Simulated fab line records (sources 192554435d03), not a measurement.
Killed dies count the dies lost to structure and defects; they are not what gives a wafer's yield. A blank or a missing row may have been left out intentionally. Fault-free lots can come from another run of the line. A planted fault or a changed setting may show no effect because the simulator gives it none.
Matching of chambers + flow n5-finfet + ald-metal-01 running N5_HKMG_FIN_ALD_91: 4 sister chambers
The step deposits TiN, target thk 1 nm, pulse time 1 s, purge time 3 s. 4 wafers are shown with their chamber, then 12 later ones without.

## WAFERS PAIRED WITH THEIR CHAMBERS
| wafer  | chamber | heater-power-w (W) |
|--------|---------|--------------------|
| L082.1 | 0       | 811                |
| L082.3 | 1       | 1122               |
| L083.5 | 2       | 813                |
| L083.6 | 3       | 813                |

## WAFERS WITH NO CHAMBER GIVEN
| wafer  | heater-power-w (W) |
|--------|--------------------|
| L084.1 | 799                |
| L084.2 | 793                |
| L084.3 | 1098               |
| L084.4 | 796                |
| L084.5 | 816                |
| L084.6 | 1113               |
| L093.1 | 843                |
| L093.2 | 1113               |
| L093.3 | 799                |
| L093.4 | 813                |
| L093.5 | 826                |
| L093.6 | 1103               |

## WHICH CHAMBER EACH WENT THROUGH
| wafer  | from the rows above          | in truth |
|--------|------------------------------|----------|
| L084.1 | can't be placed: 0 or 2 or 3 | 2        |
| L084.2 | can't be placed: 0 or 2 or 3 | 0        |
| L084.3 | 1                            | 1        |
| L084.4 | can't be placed: 0 or 2 or 3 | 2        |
| L084.5 | can't be placed: 2 or 3 or 0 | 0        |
| L084.6 | 1                            | 1        |
| L093.1 | can't be placed: 2 or 3 or 0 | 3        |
| L093.2 | 1                            | 1        |
| L093.3 | can't be placed: 0 or 2 or 3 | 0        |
| L093.4 | can't be placed: 2 or 3 or 0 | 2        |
| L093.5 | can't be placed: 2 or 3 or 0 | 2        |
| L093.6 | 1                            | 1        |
Correct placement for 4 of the 12. Can't be placed from these rows: 8 (the true chamber is among the candidates in 8). Wrongly placed: 0.
How it was worked out, from the rows above alone: a wafer's distance from a chamber is the root of the sum, over the readings, of the square of ((its reading less the chamber's mean) divided by the reading's scatter). If the next closest chamber is less than 2 further off than the closest, the wafer can't be placed; otherwise it belongs to the closest. Each chamber's mean is taken over the wafers shown for it. The scatter (one wafer shown for each chamber): square how far every hidden wafer sits from the nearest shown wafer, average those squares and take the square root.
